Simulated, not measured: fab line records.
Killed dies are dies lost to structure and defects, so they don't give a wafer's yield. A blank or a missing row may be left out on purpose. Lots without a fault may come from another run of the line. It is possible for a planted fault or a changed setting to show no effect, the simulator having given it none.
Comparing a struck lot with a sound one | flow n5-finfet | 16 out of 1938 route steps
Sound: wafers L155.2, L155.3, L155.4. Struck: wafers L150.2, L150.3, L150.5. Last of all comes the cause.
Order at every step that has rows: each side's tool, ch and its chambers, its first start. Under that, the readings that differ: sound wafers | struck wafers | difference of the means | sigmas: that difference in standard deviations of wafers without a fault.
alike: readings whose means differ by less than 2 such deviations, and words and numbers that are the same on both sides. not compared: withheld readings, readings that some wafer has no value for, bounds like >300 that may hide the same value, and numbers for which the record gives no deviation and whose values overlap.
A row with sigmas, a row that says differs or no value, or rows on one side alone: a step with any of these is where the two part. When numbers do not overlap yet have no deviation, they are printed without sigmas and do not part them. A reading that every wafer of one side lacks parts them only if that side has two wafers or more.

first, 1 step without rows for these wafers: N5_BEOL_M4_DEVELOP_27 (develop time 30 s).
N5_BEOL_M4_CD_MEAS_28: target cd 26.2 nm, target cd y 24.1 nm.
  sound on cd-sem-02 ch 0, day 11 23:38; struck on cd-sem-01 ch 0, day 10 14:50
  alike: cd-nm
N5_BEOL_M4_OVL_MEAS_29:
  sound on overlay-01 ch 0, day 11 23:40; struck on overlay-02 ch 0, day 10 14:52
  alike: V3_OVL
N5_BEOL_M4_INSPECT_30: inspects for defects (brightfield).
  sound: defect-inspect-02 at day 11 23:43; struck: defect-inspect-01 at day 10 14:55
  alike: raw-defect-count
N5_BEOL_M4_DESCUM_33: chemistry O2, time 7 s.
  sound on rie-diel-01 ch 0,1,2, day 11 23:55; struck on rie-diel-01 ch 0,1,2, day 10 15:01
  alike: drypump-motor-current-A, oes-product-au, rf-vpp-V, showerhead-plenum-p-Torr, throttle-valve-pct
  not compared: rf-hours-counter-h
N5_BEOL_M4_ETCH_77: etches underlayer in N2/H2, target depth 6.5 nm, time 5.2 s.
  sound on rie-diel-01 ch 0,1,2, day 11 23:57; struck on rie-diel-01 ch 0,1,2, day 10 15:02
  alike: drypump-motor-current-A, etch-rf-on-time-s, h2-flow-sccm, oes-product-au, rf-fwd-power-W, rf-vpp-V, showerhead-plenum-p-Torr, throttle-valve-pct
  not compared: rf-hours-counter-h
N5_BEOL_M4_ETCH_69: etches SiARC in CF4, target depth 15.6 nm, time 26 s.
  sound on rie-diel-01 ch 0,1,2, day 11 23:58; struck on rie-diel-01 ch 0,1,2, day 10 15:04
  alike: drypump-motor-current-A, etch-rf-on-time-s, oes-product-au, rf-fwd-power-W, rf-vpp-V, showerhead-plenum-p-Torr, throttle-valve-pct
  not compared: rf-hours-counter-h
N5_BEOL_M4_ALD_98: deposits SiO2, target thk 2.5 nm, pulse time 1 s, co reactant pulse time 1 s.
  sound on ald-sin-02 ch 0,1,3, day 12 00:03; struck on ald-sin-02 ch 1,2, day 10 15:08
  alike: heater-power-w, precursor-pulse-height-rel
then, 1 step without rows for these wafers: N5_BEOL_M4_ETCHBACK_99 (etches SiO2 in CHF3, target depth 5 nm, time 10.4 s).
N5_BEOL_M4_ETCH_70: etches SOC in N2/H2, target depth 80 nm, overetch 24 nm, time 130 s.
  sound on rie-diel-01 ch 0,3, day 12 06:49; struck on rie-diel-02 ch 0,1,2, day 10 23:53
  alike: drypump-motor-current-A, h2-flow-sccm, oes-product-au, rf-fwd-power-W, rf-vpp-V, showerhead-plenum-p-Torr, throttle-valve-pct
  not compared: rf-hours-counter-h
then, 2 steps without rows for these wafers: N5_BEOL_M4_STRIP_71 (strips in N2/H2); N5_BEOL_M4_STRIP_78 (strips in N2/H2).
N5_BEOL_M4_VIA_ETCH_34: etches the open film in C4F6/O2, target depth 69.4 nm, time 65.9 s.
  sound on rie-diel-01 ch 0,3, day 12 06:55; struck on rie-diel-02 ch 0,1,2, day 10 23:59
  reading                                  | sound             | struck            | difference | sigmas
  rf-fwd-power-W (W)                       | 345.4 347.0 344.6 | 263.9 265.0 263.2 | -81.6      | -68
  rf-vpp-V (V)                             | 660 634 659       | 721 784 789       | +114       | +5
  model.etch.depth-nm (nm)                 | 69.11 70.61 69.13 | 61.87 60.27 60.48 | -8.74      |
  model.SOC_of_BEOL_M4_COAT_67.thk-nm (nm) | 52.2 51.6 52      | 52.8 53.2 53      | +1.1       |
  alike: drypump-motor-current-A, oes-product-au, showerhead-plenum-p-Torr, throttle-valve-pct
  not compared: rf-hours-counter-h
then, 1 step without rows for these wafers: N5_BEOL_M4_STRIP_83 (strips in C4F6/O2).
N5_BEOL_M4_RC_MEAS_101:
  sound on prober-02 ch 0, day 12 11:51; struck on prober-02 ch 0, day 11 04:28
  reading        | sound          | struck         | difference | sigmas
  DIBL_P (mV/V)  | 43.1 37.7 38.5 | 34.4 31.9 31.9 | -7.0       | -2
  IOFF_N (nA/um) | 0.31 0.19 0.20 | 0.13 0.11 0.10 | -0.12      | -3
  IOFF_P (nA/um) | 0.37 0.24 0.26 | 0.20 0.16 0.16 | -0.12      | -2
  SS_N (mV/dec)  | 72.8 71.4 72.0 | 71.0 70.5 70.2 | -1.5       | -2
  VT_N (mV)      | 240 245 245    | 251 256 254    | +10        | +2
  alike: DIBL_N, ION_N, ION_P, SS_P, VT_P
N5_PASSIVATION_PROBE_49:
  the record holds rows for the sound wafers here (prober-02, day 16 15:25) but none for the struck ones

== WHERE THEY PART ==
Last at N5_PASSIVATION_PROBE_49 as far as this record goes, first at N5_BEOL_M4_VIA_ETCH_34.

WHY: what the simulator had put in
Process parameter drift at N5_BEOL_M4_VIA_ETCH_34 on rie-diel-02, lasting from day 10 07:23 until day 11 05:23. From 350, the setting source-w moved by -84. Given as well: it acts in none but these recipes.
